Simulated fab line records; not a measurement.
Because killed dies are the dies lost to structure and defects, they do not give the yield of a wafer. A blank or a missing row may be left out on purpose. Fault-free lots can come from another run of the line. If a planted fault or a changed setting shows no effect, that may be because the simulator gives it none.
fab line records ; flow n5-finfet ; part 1 of 2: steps 1 to 17 of 28
[record] lots = 5; wafers = 15; last-day = 16
route steps=1938 shown BEOL_M7@1295
lots with no fault: from the same line, run without faults
start-h: hours from the record's first day to the start of the lot's first wafer shown ; wait-h: hours from the lot's prior step to this one ; " unchanged from the row above ; L1.1+2: a row that stands for several wafers ; - no value, or no start given ; * or withheld: withheld ; < > ~ a bound
route shown NAME@n: NAME is a module with steps in the file, n the number in the route of the first one ; usual: mean/standard deviation of fault-free wafers ; same: alike in all rows ; chamber/n: place in a boat ; sites: per-site readings ; _std_site: standard deviation of those values ; _edge_site: mean of outer sites minus mean of inner sites ; radius-mm: for every site, how far away it sits from the centre of the wafer ; mask NAME#n: copy n ; behind: the tool/chamber that last shaped the wafer ; hold: what put the lot on hold/how long, in hours/how the hold closed ; device: names the non-switching transistor (n, p or np) ; end of line: the tests these same wafers got at the end of their route ; where a step has no rows: the recipe by itself ; killed: dies that structure and defects cost at the first sort, which is not the same as the wafer's yield ; map: dies across one wafer; x = killed, . = not, _ = none there
set.NAME: the setting as run; set.NAME@STEP: as run at that earlier step ; model.NAME: the simulator's own value behind a step, which no gauge read
lots at selected steps of the route; one table per step, one row per wafer
services: when a tool's chamber went out of use (start-h, in hours from the record's first day, below 0 if earlier), for how many hours, and the reason
[[steps]]
[step N5_BEOL_M7_DEVELOP_27]
[recipe] develop-time-s = 30; developer = TMAH; resist = CAR-EUV; rinse-liquid = surfactant-rinse; dry = air-spin; dev-temp-c = 23
lot.wafer;tool;chamber;start-h;wait-h
L083.3+5+6;litho-track-03;0;-;-
L087.1+2+4;litho-track-03;0;-;-
L085.2+5+6;litho-track-02;0;-;-
L090.1+3+6;litho-track-03;0;-;-
L094.1+4+6;litho-track-03;0;-;-
[step N5_BEOL_M7_CD_MEAS_28]
[recipe] target-cd-nm = 40; landing-energy-ev = 500; detector = se-inlens
[usual] cd-nm = 40.00/0.27
lot.wafer;tool;chamber;start-h;wait-h;cd-nm
L083.3;cd-sem-03;0;238.33;-;40.16
L083.5;cd-sem-03;0;238.33;-;40.16
L083.6;cd-sem-03;0;238.33;-;40.12
L087.1;cd-sem-01;0;271.09;-;40.08
L087.2;cd-sem-01;0;271.09;-;39.74
L087.4;cd-sem-01;0;271.09;-;39.89
L085.2;cd-sem-02;0;274.82;-;40.16
L085.5;cd-sem-02;0;274.82;-;40.51
L085.6;cd-sem-02;0;274.82;-;40.19
L090.1;cd-sem-02;0;295.64;-;39.95
L090.3;cd-sem-02;0;295.64;-;39.66
L090.6;cd-sem-02;0;295.64;-;40.12
L094.1;cd-sem-02;0;300.96;-;39.99
L094.4;cd-sem-02;0;300.96;-;39.75
L094.6;cd-sem-02;0;300.96;-;39.65
[step N5_BEOL_M7_OVL_MEAS_29]
[recipe] points-per-wafer = 522
[usual] V6_OVL = 0.9/0.75
lot.wafer;tool;chamber;start-h;wait-h;V6_OVL[nm]
L083.3;overlay-02;0;238.37;0.0;0.0
L083.5;overlay-02;0;238.37;0.0;1.3
L083.6;overlay-02;0;238.37;0.0;0.9
L087.1;overlay-01;0;271.12;0.0;1.0
L087.2;overlay-01;0;271.12;0.0;0.1
L087.4;overlay-01;0;271.12;0.0;0.8
L085.2;overlay-02;0;274.86;0.0;1.6
L085.5;overlay-02;0;274.86;0.0;1.3
L085.6;overlay-02;0;274.86;0.0;1.0
L090.1;overlay-02;0;295.68;0.0;2.0
L090.3;overlay-02;0;295.68;0.0;1.8
L090.6;overlay-02;0;295.68;0.0;2.0
L094.1;overlay-02;0;300.99;0.0;-0.6
L094.4;overlay-02;0;300.99;0.0;0.7
L094.6;overlay-02;0;300.99;0.0;0.9
[step N5_BEOL_M7_INSPECT_30]
[recipe] mode = adi; inspect-instrument = brightfield
[usual] raw-defect-count = 422/100
lot.wafer;tool;chamber;start-h;wait-h;raw-defect-count
L083.3;defect-inspect-02;-;238.43;0.1;391
L083.5;defect-inspect-02;-;238.43;0.1;343
L083.6;defect-inspect-02;-;238.43;0.1;482
L087.1;defect-inspect-01;-;271.18;0.1;496
L087.2;defect-inspect-01;-;271.18;0.1;572
L087.4;defect-inspect-01;-;271.18;0.1;408
L085.2;defect-inspect-01;-;274.91;0.0;457
L085.5;defect-inspect-01;-;274.91;0.0;540
L085.6;defect-inspect-01;-;274.91;0.0;459
L090.1;defect-inspect-02;-;295.73;0.1;563
L090.3;defect-inspect-02;-;295.73;0.1;492
L090.6;defect-inspect-02;-;295.73;0.1;438
L094.1;defect-inspect-02;-;301.06;0.1;375
L094.4;defect-inspect-02;-;301.06;0.1;486
L094.6;defect-inspect-02;-;301.06;0.1;499
[step N5_BEOL_M7_DESCUM_33]
[recipe] chemistry = O2; time-s = 7; source-power-w = 50; bias-power-w = 20; pressure-mtorr = 20; rf-frequency-hz = 2.712e+07; temp-c = 40; resist = CAR-EUV; o2-flow-sccm = 225
[usual] drypump-motor-current-A = 5.6/0.35; oes-product-au = 0.79/0.1; rf-vpp-V = 243.4/1.2; showerhead-plenum-p-Torr = 2.12/0.054; throttle-valve-pct = 20.52/0.28
lot.wafer;tool;chamber;start-h;wait-h;drypump-motor-current-A;oes-product-au;rf-hours-counter-h;rf-vpp-V;showerhead-plenum-p-Torr;throttle-valve-pct
L083.3;rie-diel-01;3;238.51;0.1;5.2;0.67;244;242.9;2.07;20.73
L083.5;rie-diel-01;3;238.51;0.1;5.2;0.67;-;244.9;2.07;20.74
L083.6;rie-diel-01;2;238.51;0.1;5.9;0.71;-;242.4;2.04;20.67
L087.1;rie-diel-02;1;271.21;0.0;5.9;0.68;240;242.6;2.09;20.54
L087.2;rie-diel-02;0;271.21;0.0;5.8;0.84;71;243.1;2.13;20.45
L087.4;rie-diel-02;0;271.21;0.0;5.8;0.84;-;241.8;2.14;20.45
L085.2;rie-diel-02;1;275.13;0.2;5.9;0.68;242;243.4;2.09;20.55
L085.5;rie-diel-02;2;275.13;0.2;5.7;0.92;-;243.6;2.10;19.87
L085.6;rie-diel-02;1;275.13;0.2;5.9;0.69;-;242.9;2.09;20.56
L090.1;rie-diel-06;2;295.77;0.0;5.0;0.83;98;242.5;2.14;20.59
L090.3;rie-diel-06;0;295.77;0.0;5.3;0.72;195;242.9;2.19;20.62
L090.6;rie-diel-06;0;295.77;0.0;5.3;0.72;-;245.5;2.19;20.62
L094.1;rie-diel-06;2;301.10;0.0;5.0;0.82;100;241.8;2.14;20.57
L094.4;rie-diel-06;0;301.10;0.0;5.3;0.72;196;243.3;2.19;20.62
L094.6;rie-diel-06;2;301.10;0.0;5.0;0.82;-;243.1;2.14;20.58
[step N5_BEOL_M7_ETCH_72]
[recipe] chemistry = N2/H2; target = underlayer; target-depth-a = 65; mask-material = CAR-EUV; time-s = 5.2; ion-energy-ev = 200; pressure-mtorr = 30; source-w = 840; bias-w = 150; n2-flow-sccm = 200; h2-flow-sccm = 200; ends = cleared
[usual] drypump-motor-current-A = 5.6/0.35; etch-rf-on-time-s = 5.18/0.17; oes-product-au = 0.67/0.08; rf-vpp-V = 524.5/2.2; showerhead-plenum-p-Torr = 2.56/0.064; throttle-valve-pct = 17.8/0.32
lot.wafer;tool;chamber;start-h;wait-h;drypump-motor-current-A;etch-rf-on-time-s;oes-product-au;rf-hours-counter-h;rf-vpp-V;showerhead-plenum-p-Torr;throttle-valve-pct
L083.3;rie-diel-01;3;238.54;0.0;5.2;5.25;0.58;244;522.4;2.50;18.1
L083.5;rie-diel-01;3;238.54;0.0;5.2;5.30;0.59;-;521.9;2.50;18.1
L083.6;rie-diel-01;2;238.54;0.0;5.8;5.21;0.60;-;522.7;2.51;18.3
L087.1;rie-diel-02;1;271.25;0.0;5.9;5.34;0.59;240;521.8;2.50;17.7
L087.2;rie-diel-02;0;271.25;0.0;5.9;5.38;0.69;71;523.4;2.55;17.5
L087.4;rie-diel-02;0;271.25;0.0;5.8;5.39;0.69;-;525.3;2.55;17.5
L085.2;rie-diel-02;1;275.16;0.0;5.9;5.24;0.60;242;524.3;2.50;17.7
L085.5;rie-diel-02;2;275.16;0.0;5.6;5.26;0.77;-;524.9;2.57;17.3
L085.6;rie-diel-02;1;275.16;0.0;5.9;5.27;0.59;-;522.1;2.50;17.7
L090.1;rie-diel-06;2;295.80;0.0;5.0;4.97;0.72;98;522.6;2.56;17.8
L090.3;rie-diel-06;0;295.80;0.0;5.3;4.91;0.62;195;526.2;2.64;18.0
L090.6;rie-diel-06;0;295.80;0.0;5.3;4.91;0.64;-;528.1;2.64;18.0
L094.1;rie-diel-06;2;301.13;0.0;5.0;4.95;0.72;100;522.6;2.56;17.8
L094.4;rie-diel-06;0;301.13;0.0;5.3;4.90;0.63;196;527.1;2.64;18.0
L094.6;rie-diel-06;2;301.13;0.0;5.0;4.98;0.72;-;524.0;2.56;17.8
[step N5_BEOL_M7_ETCH_65]
[recipe] chemistry = CF4; target = SiARC; target-depth-a = 156; mask-material = CAR-EUV; time-s = 26; ion-energy-ev = 80; pressure-mtorr = 40; source-w = 545; bias-w = 36; Ar_flow_sccm = 100; cf4-flow-sccm = 100; ends = cleared
[usual] drypump-motor-current-A = 5.6/0.35; etch-rf-on-time-s = 25.9/0.8; oes-product-au = 0.67/0.082; rf-vpp-V = 184.4/0.98; showerhead-plenum-p-Torr = 2.16/0.047; throttle-valve-pct = 15.65/0.29
lot.wafer;tool;chamber;start-h;wait-h;drypump-motor-current-A;etch-rf-on-time-s;oes-product-au;rf-hours-counter-h;rf-vpp-V;showerhead-plenum-p-Torr;throttle-valve-pct
L083.3;rie-diel-01;3;238.56;0.0;5.2;26.4;0.59;244;183.9;2.10;15.93
L083.5;rie-diel-01;3;238.56;0.0;5.2;26.4;0.58;-;183.2;2.10;15.93
L083.6;rie-diel-01;2;238.56;0.0;5.9;26.5;0.60;-;183.0;2.11;16.02
L087.1;rie-diel-02;1;271.27;0.0;5.9;26.3;0.59;240;183.6;2.13;15.65
L087.2;rie-diel-02;0;271.27;0.0;5.8;26.7;0.70;71;185.0;2.18;15.62
L087.4;rie-diel-02;0;271.27;0.0;5.8;26.8;0.70;-;183.8;2.18;15.62
L085.2;rie-diel-02;1;275.18;0.0;5.9;26.4;0.59;242;183.7;2.13;15.64
L085.5;rie-diel-02;2;275.18;0.0;5.7;26.3;0.77;-;185.7;2.16;15.14
L085.6;rie-diel-02;1;275.18;0.0;5.9;26.4;0.58;-;184.3;2.13;15.64
L090.1;rie-diel-06;2;295.82;0.0;5.0;24.8;0.72;98;183.6;2.14;15.48
L090.3;rie-diel-06;0;295.82;0.0;5.3;24.4;0.62;195;186.0;2.21;15.52
L090.6;rie-diel-06;0;295.82;0.0;5.3;24.5;0.63;-;184.4;2.21;15.55
L094.1;rie-diel-06;2;301.15;0.0;5.1;24.8;0.72;100;183.7;2.14;15.47
L094.4;rie-diel-06;0;301.15;0.0;5.3;24.4;0.63;196;186.2;2.21;15.54
L094.6;rie-diel-06;2;301.15;0.0;5.0;24.6;0.72;-;183.9;2.14;15.48
[step N5_BEOL_M7_ETCH_66]
[recipe] chemistry = N2/H2; target = SOC; target-depth-a = 800; overetch-a = 160; mask-material = SiARC; temp-c = 40; time-s = 120; ion-energy-ev = 200; pressure-mtorr = 30; source-w = 840; bias-w = 150; n2-flow-sccm = 200; h2-flow-sccm = 200
[usual] drypump-motor-current-A = 5.6/0.35; oes-product-au = 0.60/0.071; rf-vpp-V = 524.5/1.9; showerhead-plenum-p-Torr = 2.56/0.064; throttle-valve-pct = 17.8/0.31
lot.wafer;tool;chamber;start-h;wait-h;drypump-motor-current-A;oes-product-au;rf-hours-counter-h;rf-vpp-V;showerhead-plenum-p-Torr;throttle-valve-pct
L083.3;rie-diel-01;3;238.59;0.0;5.2;0.53;244;522.5;2.50;18.1
L083.5;rie-diel-01;3;238.59;0.0;5.2;0.53;-;523.0;2.50;18.1
L083.6;rie-diel-01;2;238.59;0.0;5.9;0.54;-;522.7;2.51;18.3
L087.1;rie-diel-02;1;271.29;0.0;5.9;0.53;240;523.2;2.50;17.7
L087.2;rie-diel-02;0;271.29;0.0;5.8;0.64;71;524.8;2.55;17.5
L087.4;rie-diel-02;0;271.29;0.0;5.8;0.64;-;522.0;2.55;17.5
L085.2;rie-diel-02;1;275.21;0.0;5.9;0.53;242;522.5;2.50;17.7
L085.5;rie-diel-02;2;275.21;0.0;5.6;0.70;-;524.1;2.57;17.3
L085.6;rie-diel-02;1;275.21;0.0;5.9;0.54;-;523.1;2.50;17.7
L090.1;rie-diel-06;2;295.85;0.0;5.1;0.62;98;523.3;2.56;17.7
L090.3;rie-diel-06;0;295.85;0.0;5.3;0.55;195;526.3;2.64;17.9
L090.6;rie-diel-06;0;295.85;0.0;5.3;0.55;-;526.8;2.64;17.9
L094.1;rie-diel-06;2;301.17;0.0;5.0;0.63;100;524.3;2.56;17.7
L094.4;rie-diel-06;0;301.17;0.0;5.3;0.55;196;525.9;2.64;17.9
L094.6;rie-diel-06;2;301.17;0.0;5.0;0.62;-;526.4;2.56;17.7
[step N5_BEOL_M7_STRIP_69]
[recipe] chemistry = N2/H2; temp-c = 40; n2-flow-sccm = 200; h2-flow-sccm = 200; rf-frequency-hz = 6e+07
lot.wafer;tool;chamber;start-h;wait-h
L083.3+5+6;rie-diel-01;3,3,2;238.67;0.0
L087.1+2+4;rie-diel-02;1,0,0;271.37;0.0
L085.2+5+6;rie-diel-02;1,2,1;275.29;0.0
L090.1+3+6;rie-diel-06;2,0,0;295.93;0.0
L094.1+4+6;rie-diel-06;2,0,2;301.26;0.0
[step N5_BEOL_M7_STRIP_73]
[recipe] chemistry = N2/H2; temp-c = 40; n2-flow-sccm = 200; h2-flow-sccm = 200; rf-frequency-hz = 6e+07
lot.wafer;tool;chamber;start-h;wait-h
L083.3+5+6;rie-diel-01;3,3,2;238.68;0.0
L087.1+2+4;rie-diel-02;1,0,0;271.38;0.0
L085.2+5+6;rie-diel-02;1,2,1;275.30;0.0
L090.1+3+6;rie-diel-06;2,0,0;295.94;0.0
L094.1+4+6;rie-diel-06;2,0,2;301.27;0.0
[step N5_BEOL_M7_VIA_ETCH_34]
[recipe] chemistry = C4F6/O2; target = SiCOH_lowk; target-depth-a = 1255; mask-material = SOC; taper-deg = 4; time-s = 50.5; ion-energy-ev = 250; pressure-mtorr = 30; source-w = 345; bias-w = 185; Ar_flow_sccm = 300; C4F6_flow_sccm = 10; O2_flow_sccm = 10
[usual] drypump-motor-current-A = 5.6/0.35; oes-product-au = 0.79/0.097; rf-vpp-V = 668/13; showerhead-plenum-p-Torr = 2.87/0.063; throttle-valve-pct = 20.9/0.31
lot.wafer;tool;chamber;start-h;wait-h;drypump-motor-current-A;oes-product-au;rf-hours-counter-h;rf-vpp-V;showerhead-plenum-p-Torr;throttle-valve-pct
L083.3;rie-diel-01;3;238.69;0.0;5.2;0.68;244;669;2.76;20.9
L083.5;rie-diel-01;3;238.69;0.0;5.2;0.68;-;668;2.76;20.9
L083.6;rie-diel-01;2;238.69;0.0;5.9;0.70;-;678;2.84;21.5
L087.1;rie-diel-02;1;271.39;0.0;5.9;0.69;240;657;2.84;21.0
L087.2;rie-diel-02;0;271.39;0.0;5.9;0.82;71;677;2.87;20.8
L087.4;rie-diel-02;0;271.39;0.0;5.8;0.82;-;675;2.87;20.8
L085.2;rie-diel-02;1;275.31;0.0;5.9;0.69;242;657;2.84;21.0
L085.5;rie-diel-02;2;275.31;0.0;5.7;0.92;-;688;2.88;20.4
L085.6;rie-diel-02;1;275.31;0.0;5.9;0.69;-;658;2.84;21.0
L090.1;rie-diel-06;2;295.95;0.0;5.0;0.83;98;656;2.86;20.8
L090.3;rie-diel-06;0;295.95;0.0;5.4;0.73;195;679;2.96;20.9
L090.6;rie-diel-06;0;295.95;0.0;5.4;0.73;-;678;2.95;20.9
L094.1;rie-diel-06;2;301.28;0.0;5.0;0.84;100;656;2.85;20.8
L094.4;rie-diel-06;0;301.28;0.0;5.4;0.73;196;678;2.95;20.9
L094.6;rie-diel-06;2;301.28;0.0;5.0;0.84;-;657;2.85;20.8
[step N5_BEOL_M7_STRIP_76]
[recipe] chemistry = C4F6/O2; resist = SiARC; rf-frequency-hz = 6e+07
lot.wafer;tool;chamber;start-h;wait-h
L083.3+5+6;rie-diel-01;3,3,2;238.73;0.0
L087.1+2+4;rie-diel-02;1,0,0;271.44;0.0
L085.2+5+6;rie-diel-02;1,2,1;275.35;0.0
L090.1+3+6;rie-diel-06;2,0,0;295.99;0.0
L094.1+4+6;rie-diel-06;2,0,2;301.32;0.0
[step N5_BEOL_M7_STRIP_36]
[recipe] chemistry = N2/H2; power-w = 450; temp-c = 40; pressure-mtorr = 20; rf-frequency-hz = 6e+07; overash-fraction = 0.3; bias-power-w = 7; h2-frac = 0.5; n2-flow-sccm = 200; h2-flow-sccm = 200
[usual] drypump-motor-current-A = 5.6/0.35; oes-product-au = 0.79/0.1; rf-vpp-V = 59.3/1.4; showerhead-plenum-p-Torr = 2.55/0.064; throttle-valve-pct = 23.5/0.4
lot.wafer;tool;chamber;start-h;wait-h;drypump-motor-current-A;oes-product-au;rf-hours-counter-h;rf-vpp-V;showerhead-plenum-p-Torr;throttle-valve-pct
L083.3;rie-diel-01;3;238.74;0.0;5.2;0.67;244;60.4;2.50;23.8
L083.5;rie-diel-01;3;238.74;0.0;5.2;0.67;-;59.1;2.50;23.7
L083.6;rie-diel-01;2;238.74;0.0;5.9;0.71;-;59.3;2.50;24.1
L087.1;rie-diel-02;1;271.45;0.0;5.9;0.69;240;59.4;2.49;23.4
L087.2;rie-diel-02;0;271.45;0.0;5.8;0.84;71;58.5;2.54;23.1
L087.4;rie-diel-02;0;271.45;0.0;5.8;0.84;-;57.8;2.54;23.0
L085.2;rie-diel-02;1;275.36;0.0;5.9;0.68;242;58.7;2.49;23.4
L085.5;rie-diel-02;2;275.36;0.0;5.6;0.93;-;57.9;2.56;23.0
L085.6;rie-diel-02;1;275.36;0.0;5.9;0.69;-;62.6;2.49;23.4
L090.1;rie-diel-06;2;296.00;0.0;5.0;0.83;98;57.6;2.55;23.4
L090.3;rie-diel-06;0;296.00;0.0;5.3;0.73;195;60.1;2.64;24.0
L090.6;rie-diel-06;0;296.00;0.0;5.3;0.73;-;58.4;2.64;24.0
L094.1;rie-diel-06;2;301.33;0.0;5.1;0.82;100;59.0;2.55;23.5
L094.4;rie-diel-06;0;301.33;0.0;5.4;0.73;196;59.7;2.64;23.9
L094.6;rie-diel-06;2;301.33;0.0;5.1;0.82;-;61.5;2.55;23.5
[step N5_BEOL_M7_TRENCH_ETCH_37]
[recipe] chemistry = C4F6/O2; target-depth-a = 934.78; target = SiCOH_lowk; time-s = 31.2; ion-energy-ev = 250; pressure-mtorr = 30; source-w = 345; bias-w = 185; Ar_flow_sccm = 300; C4F6_flow_sccm = 10; O2_flow_sccm = 10
[usual] drypump-motor-current-A = 5.6/0.35; oes-product-au = 0.79/0.096; rf-vpp-V = 668/13; showerhead-plenum-p-Torr = 2.87/0.063; throttle-valve-pct = 21.0/0.31
lot.wafer;tool;chamber;start-h;wait-h;drypump-motor-current-A;oes-product-au;rf-hours-counter-h;rf-vpp-V;showerhead-plenum-p-Torr;throttle-valve-pct
L083.3;rie-diel-01;3;-;-;5.2;0.68;244;667;2.76;21.0
L083.5;rie-diel-01;3;-;-;5.2;0.67;-;668;2.76;20.9
L083.6;rie-diel-01;2;-;-;5.9;0.71;-;681;2.84;21.5
L087.1;rie-diel-02;1;-;-;5.9;0.69;240;657;2.84;21.0
L087.2;rie-diel-02;0;-;-;5.9;0.83;71;676;2.87;20.8
L087.4;rie-diel-02;0;-;-;5.9;0.83;-;677;2.87;20.8
L085.2;rie-diel-02;1;-;-;5.9;0.69;242;655;2.84;21.0
L085.5;rie-diel-02;2;-;-;5.6;0.91;-;688;2.88;20.4
L085.6;rie-diel-02;1;-;-;5.9;0.69;-;657;2.84;21.0
L090.1;rie-diel-06;2;-;-;5.0;0.83;98;656;2.86;20.8
L090.3;rie-diel-06;0;-;-;5.3;0.72;195;678;2.95;20.9
L090.6;rie-diel-06;0;-;-;5.3;0.73;-;677;2.95;21.0
L094.1;rie-diel-06;2;-;-;5.0;0.83;100;656;2.85;20.8
L094.4;rie-diel-06;0;-;-;5.3;0.74;196;678;2.95;21.0
L094.6;rie-diel-06;2;-;-;5.0;0.84;-;656;2.85;20.8
[step N5_BEOL_M7_ETCH_41]
[recipe] chemistry = CH3F/O2; target = SiCN; target-depth-a = 319; taper-deg = 2; time-s = 57.8; ion-energy-ev = 120; mask-material = TiN; pressure-mtorr = 30; source-w = 395; bias-w = 75; Ar_flow_sccm = 150; CH3F_flow_sccm = 30; O2_flow_sccm = 20
[usual] drypump-motor-current-A = 5.5/0.35; oes-product-au = 0.79/0.096; rf-vpp-V = 297.7/1.3; showerhead-plenum-p-Torr = 2.02/0.046; throttle-valve-pct = 16.37/0.29
lot.wafer;tool;chamber;start-h;wait-h;drypump-motor-current-A;oes-product-au;rf-hours-counter-h;rf-vpp-V;showerhead-plenum-p-Torr;throttle-valve-pct
L083.3;rie-diel-01;3;-;-;5.2;0.68;244;296.4;1.95;16.50
L083.5;rie-diel-01;3;-;-;5.2;0.69;-;297.0;1.95;16.50
L083.6;rie-diel-01;2;-;-;5.9;0.71;-;296.7;2.00;16.90
L087.1;rie-diel-02;1;-;-;5.9;0.69;240;297.0;2.00;16.40
L087.2;rie-diel-02;0;-;-;5.8;0.82;71;300.0;2.02;16.27
L087.4;rie-diel-02;0;-;-;5.8;0.83;-;297.9;2.02;16.25
L085.2;rie-diel-02;1;-;-;5.9;0.68;242;295.9;2.00;16.41
L085.5;rie-diel-02;2;-;-;5.6;0.90;-;298.0;2.02;15.85
L085.6;rie-diel-02;1;-;-;5.8;0.68;-;296.6;2.00;16.39
L090.1;rie-diel-06;2;-;-;5.0;0.84;98;298.9;2.01;16.24
L090.3;rie-diel-06;0;-;-;5.3;0.73;195;299.3;2.08;16.35
L090.6;rie-diel-06;0;-;-;5.3;0.72;-;299.7;2.08;16.34
L094.1;rie-diel-06;2;-;-;5.0;0.84;100;297.2;2.01;16.25
L094.4;rie-diel-06;0;-;-;5.3;0.73;196;299.4;2.08;16.35
L094.6;rie-diel-06;2;-;-;5.0;0.83;-;297.4;2.01;16.26
[step N5_BEOL_M7_STRIP_80]
[recipe] chemistry = N2/H2; time-s = 10; power-w = 450; temp-c = 40; pressure-mtorr = 20; rf-frequency-hz = 6e+07; bias-power-w = 7; n2-flow-sccm = 200; h2-flow-sccm = 200
[usual] drypump-motor-current-A = 5.6/0.35; oes-product-au = 0.79/0.099; rf-vpp-V = 59.2/0.81; showerhead-plenum-p-Torr = 2.55/0.063; throttle-valve-pct = 23.5/0.4
lot.wafer;tool;chamber;start-h;wait-h;drypump-motor-current-A;oes-product-au;rf-hours-counter-h;rf-vpp-V;showerhead-plenum-p-Torr;throttle-valve-pct
L083.3;rie-diel-01;3;-;-;5.2;0.68;244;57.4;2.50;23.8
L083.5;rie-diel-01;3;-;-;5.2;0.67;-;58.6;2.50;23.8
L083.6;rie-diel-01;2;-;-;5.8;0.71;-;60.2;2.50;24.1
L087.1;rie-diel-02;1;-;-;5.9;0.70;240;58.3;2.49;23.4
L087.2;rie-diel-02;0;-;-;5.8;0.84;71;59.1;2.54;23.0
L087.4;rie-diel-02;0;-;-;5.8;0.84;-;60.0;2.54;23.0
L085.2;rie-diel-02;1;-;-;5.9;0.69;242;60.4;2.49;23.4
L085.5;rie-diel-02;2;-;-;5.6;0.92;-;58.7;2.56;23.0
L085.6;rie-diel-02;1;-;-;5.9;0.68;-;59.5;2.49;23.4
L090.1;rie-diel-06;2;-;-;5.0;0.82;98;58.8;2.55;23.4
L090.3;rie-diel-06;0;-;-;5.3;0.72;195;59.5;2.64;24.0
L090.6;rie-diel-06;0;-;-;5.3;0.72;-;60.2;2.64;24.0
L094.1;rie-diel-06;2;-;-;5.1;0.82;100;59.6;2.55;23.5
L094.4;rie-diel-06;0;-;-;5.3;0.72;196;59.9;2.64;24.0
L094.6;rie-diel-06;2;-;-;5.1;0.82;-;59.8;2.55;23.5
[step N5_BEOL_M7_OCD_MEAS_38]
[usual] trench-depth-nm = 94.1/2
lot.wafer;tool;chamber;start-h;wait-h;trench-depth-nm
L083.3;ocd-01;-;238.94;-;91.4
L083.5;ocd-01;-;238.94;-;90.8
L083.6;ocd-01;-;238.94;-;93.7
L087.1;ocd-01;-;271.64;-;92.2
L087.2;ocd-01;-;271.64;-;92.4
L087.4;ocd-01;-;271.64;-;93.0
L085.2;ocd-01;-;275.56;-;92.6
L085.5;ocd-01;-;275.56;-;93.3
L085.6;ocd-01;-;275.56;-;91.7
L090.1;ocd-01;-;296.20;-;96.9
L090.3;ocd-01;-;296.20;-;96.4
L090.6;ocd-01;-;296.20;-;97.2
L094.1;ocd-01;-;301.52;-;96.4
L094.4;ocd-01;-;301.52;-;97.9
L094.6;ocd-01;-;301.52;-;96.8
